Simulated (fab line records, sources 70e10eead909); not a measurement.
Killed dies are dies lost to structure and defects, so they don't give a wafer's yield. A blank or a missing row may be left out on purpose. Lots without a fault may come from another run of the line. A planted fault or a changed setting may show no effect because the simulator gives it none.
fab line records | flow nand_harc
record lots=7 wafers=21 last_day=24
route steps=1159 shown A_ZERO_WELL@412 A_SOURCE_PLATE@413 A_ONON_D1@424
lots that met no fault: from a run of the same line without faults
start_h: hours from the record's first day to the start of the lot's first wafer shown | wait_h: hours since the lot's step before | " the same as in the row above | L1.1+2: a row that stands for several wafers | - no value, or no start given | * or withheld: withheld | < > ~ a bound
route shown NAME@n: a module of which the file shows steps, and the number in the route of the first | usual: mean/standard deviation of fault-free wafers | same: alike in all rows | chamber/n: place in a boat | sites: the reading at each site | _std_site: their standard deviation | _edge_site: outer sites' mean less inner sites' | radius_mm: how far each site lies from the wafer's centre | mask NAME#n: copy n | behind: the tool/chamber that last shaped the wafer | hold: why the lot was held/for how many hours/how that ended | device: the transistor (n, p or np) that didn't switch | end of line: the same wafers' tests at the end of the route | a step without rows: its recipe alone | killed: dies lost to structure and defects at the first sort, not the wafer's yield | map: a wafer's dies, x killed, . not, _ none there
set.NAME: the setting as run; set.NAME@STEP: as run at that earlier step | model.NAME: the simulator's own value behind a step, which no gauge read
lots at some steps of the route; a table a step, a row a wafer
services: from which hour (start_h, from the record's first day; less than 0 if before it) a tool's chamber was out of use, for how many hours, and why
## steps
# step NHARC_A_ZERO_WELL_INSPECT_17
# usual raw_defect_count=11/5.2
# columns lot.wafer tool chamber start_h wait_h raw_defect_count
L612.1 defect_inspect-02 - 150.17 0.3 9
L612.3 " - " " 7
L612.5 " - " " 9
L616.1 defect_inspect-02 - 180.68 0.2 6
L616.3 " - " " 9
L616.4 " - " " 2
L624.2 defect_inspect-01 - 232.59 0.1 15
L624.4 " - " " 8
L624.5 " - " " 14
L626.2 defect_inspect-01 - 233.36 0.1 22
L626.4 " - " " 25
L626.6 " - " " 17
L625.1 defect_inspect-02 - 234.30 0.2 6
L625.2 " - " " 7
L625.3 " - " " 8
L627.1 defect_inspect-02 - 246.93 0.2 4
L627.3 " - " " 10
L627.4 " - " " 11
L632.2 defect_inspect-01 - 278.87 0.1 19
L632.3 " - " " 13
L632.6 " - " " 21
# step NHARC_A_SOURCE_PLATE_PRECLEAN_00
# recipe time_s=60 chemistry=HF-LAST
# step NHARC_A_SOURCE_PLATE_SRD_01
# step NHARC_A_SOURCE_PLATE_OXIDE_02
# recipe target_thk_a=100 temp_c=900 ox_time_s=1362 material=SiO2
# step NHARC_A_SOURCE_PLATE_THK_MEAS_09
# recipe thk_meas_gauge=ellipsometry
# usual thk_nm=9.7/1
# columns lot.wafer tool chamber start_h wait_h thk_nm
L612.1 film_metro-01 - 156.30 0.4 10.9
L612.3 " - " " 9.9
L612.5 " - " " 11.9
L616.1 film_metro-02 - 187.98 0.4 10.6
L616.3 " - " " 10.4
L616.4 " - " " 8.2
L624.2 film_metro-01 - 239.32 0.4 8.6
L624.4 " - " " 9.1
L624.5 " - " " 10.9
L625.1 film_metro-02 - 239.32 0.4 9.2
L625.2 " - " " 10.2
L625.3 " - " " 9.7
L626.2 film_metro-01 - 239.32 0.4 11.4
L626.4 " - " " 10.1
L626.6 " - " " 9.3
L627.1 film_metro-01 - 257.07 0.4 8.2
L627.3 " - " " 9.2
L627.4 " - " " 10.4
L632.2 film_metro-02 - 286.55 0.4 8.2
L632.3 " - " " 9.5
L632.6 " - " " 10.6
# step NHARC_A_SOURCE_PLATE_PVD_04
# recipe target_thk_a=500 material=WSi2
# step NHARC_A_SOURCE_PLATE_CVD_03
# recipe target_thk_a=2000 temp_c=620 pressure_mtorr=200 time_s=4000 material=poly-Si
# step NHARC_A_SOURCE_PLATE_ANNEAL_05
# recipe temp_c=850 time_s=1800
# step NHARC_A_SOURCE_PLATE_THK_MEAS_06
# recipe thk_meas_gauge=ellipsometry
# usual thk_nm=199.8/2.2
# columns lot.wafer tool chamber start_h wait_h thk_nm
L612.1 film_metro-01 - 172.72 0.4 200.0
L612.3 " - " " 198.5
L612.5 " - " " 198.6
L616.1 film_metro-01 - 204.90 0.4 199.9
L616.3 " - " " 197.5
L616.4 " - " " 200.3
L625.1 film_metro-01 - 252.49 0.4 198.2
L625.2 " - " " 200.6
L625.3 " - " " 200.5
L624.2 film_metro-01 - 252.51 0.4 199.8
L624.4 " - " " 201.8
L624.5 " - " " 201.4
L626.2 film_metro-02 - 252.51 0.4 198.1
L626.4 " - " " 199.1
L626.6 " - " " 199.9
L627.1 film_metro-02 - 271.01 0.4 201.8
L627.3 " - " " 200.6
L627.4 " - " " 200.1
L632.2 film_metro-02 - 299.40 0.4 199.1
L632.3 " - " " 199.4
L632.6 " - " " 199.1
# step NHARC_A_SOURCE_PLATE_INSPECT_08
# usual raw_defect_count=57/23
# columns lot.wafer tool chamber start_h wait_h raw_defect_count
L612.1 defect_inspect-02 - 172.81 0.0 47
L612.3 " - " " 71
L612.5 " - " " 47
L616.1 defect_inspect-02 - 204.96 0.0 39
L616.3 " - " " 35
L616.4 " - " " 49
L625.1 defect_inspect-01 - 252.55 0.0 154
L625.2 " - " " 42
L625.3 " - " " 87
L624.2 defect_inspect-01 - 252.58 0.0 62
L624.4 " - " " 43
L624.5 " - " " 57
L626.2 defect_inspect-02 - 252.60 0.0 45
L626.4 " - " " 37
L626.6 " - " " 65
L627.1 defect_inspect-02 - 271.07 0.0 49
L627.3 " - " " 49
L627.4 " - " " 39
L632.2 defect_inspect-02 - 299.47 0.0 76
L632.3 " - " " 37
L632.6 " - " " 53
# step NHARC_A_ONON_D1_DEP_00
# recipe target_thk_a=10000 n2_flow_sccm=2750 n2o_flow_sccm=2000 nh3_flow_sccm=500 sih4_flow_sccm=210 temp_c=400
# usual n2_flow_sccm=2751/7.4
# columns lot.wafer tool chamber start_h wait_h n2_flow_sccm
L612.1 pecvd_onon-01 0 172.87 0.1 2745
L612.3 " 0 " " 2741
L612.5 " 0 " " 2739
L616.1 pecvd_onon-02 0 205.04 0.1 2754
L616.3 " 0 " " 2749
L616.4 " 0 " " 2746
L625.1 pecvd_onon-02 0 252.62 0.1 2758
L625.2 " 0 " " 2747
L625.3 " 0 " " 2744
L624.2 pecvd_onon-01 0 252.70 0.1 2744
L624.4 " 0 " " 2746
L624.5 " 0 " " 2748
L626.2 pecvd_onon-02 0 253.02 0.4 2742
L626.4 " 0 " " 2750
L626.6 " 0 " " 2746
L627.1 pecvd_onon-02 0 271.14 0.1 2762
L627.3 " 0 " " 2747
L627.4 " 0 " " 2755
L632.2 pecvd_onon-01 0 299.59 0.1 2756
L632.3 " 0 " " 2751
L632.6 " 0 " " 2757
# step NHARC_A_ONON_D1_THK_MEAS_02
# recipe thk_meas_gauge=ellipsometry
# usual thk_nm=1000/9.3
# columns lot.wafer tool chamber start_h wait_h thk_nm
L612.1 film_metro-02 - 173.39 - 1000
L612.3 " - " " 999
L612.5 " - " " 1000
L616.1 film_metro-01 - 205.55 - 988
L616.3 " - " " 988
L616.4 " - " " 987
L625.1 film_metro-01 - 253.13 - 944
L625.2 " - " " 944
L625.3 " - " " 945
L624.2 film_metro-02 - 253.16 - 1003
L624.4 " - " " 1003
L624.5 " - " " 1005
L626.2 film_metro-02 - 253.48 - 938
L626.4 " - " " 938
L626.6 " - " " 939
L627.1 film_metro-01 - 271.64 - 944
L627.3 " - " " 945
L627.4 " - " " 948
L632.2 film_metro-02 - 300.04 - 1018
L632.3 " - " " 1017
L632.6 " - " " 1016
# step NHARC_A_ONON_D1_DEP_03
# recipe target_thk_a=10000 n2_flow_sccm=2750 n2o_flow_sccm=2000 nh3_flow_sccm=500 sih4_flow_sccm=210 temp_c=400
## services
# columns tool chamber start_h hours kind
pecvd_onon-01 - 195.00 13.0 pm
pecvd_onon-02 - 292.00 13.0 pm
## key
first_sign step=NHARC_A_ONON_D1_THK_MEAS_02 reading=thk_nm direction=down sigmas=6.2 usual=1000 struck=943
effect none on later readings
met_at NHARC_A_ONON_D1_DEP_00
struck_wafers L625.1,L625.2,L625.3,L626.2,L626.4,L626.6,L627.1,L627.3,L627.4
later_rows_left_out L625.1,L625.2,L625.3,L626.2,L626.4,L626.6,L627.1,L627.3,L627.4
sort_left_out L625.1,L625.2,L625.3,L626.2,L626.4,L626.6,L627.1,L627.3,L627.4
tester_left_out L625,L626,L627
fault kind=process_parameter_drift tool=pecvd_onon-02 chamber=- onset_h=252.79 steps=NHARC_A_ONON_D1_DEP_00 channel=target_thk_a offset=* shape=step end_h=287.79 acts_in=* stated=*
# tester_left_out: of these lots the tester's yield and bins aren't shown, on N5 and GAA mostly nor the transistor test; their killed dies are dies lost to structure and defects alone, not to doping, threshold or leakage, so they don't give the yield
# sort_left_out: the simulated sort isn't trusted on such a fault, so these wafers' sort isn't shown, and their yield isn't known
# later_rows_left_out: the simulator's readings of these wafers behind a module that went badly wrong aren't trusted and aren't shown, but for the sort
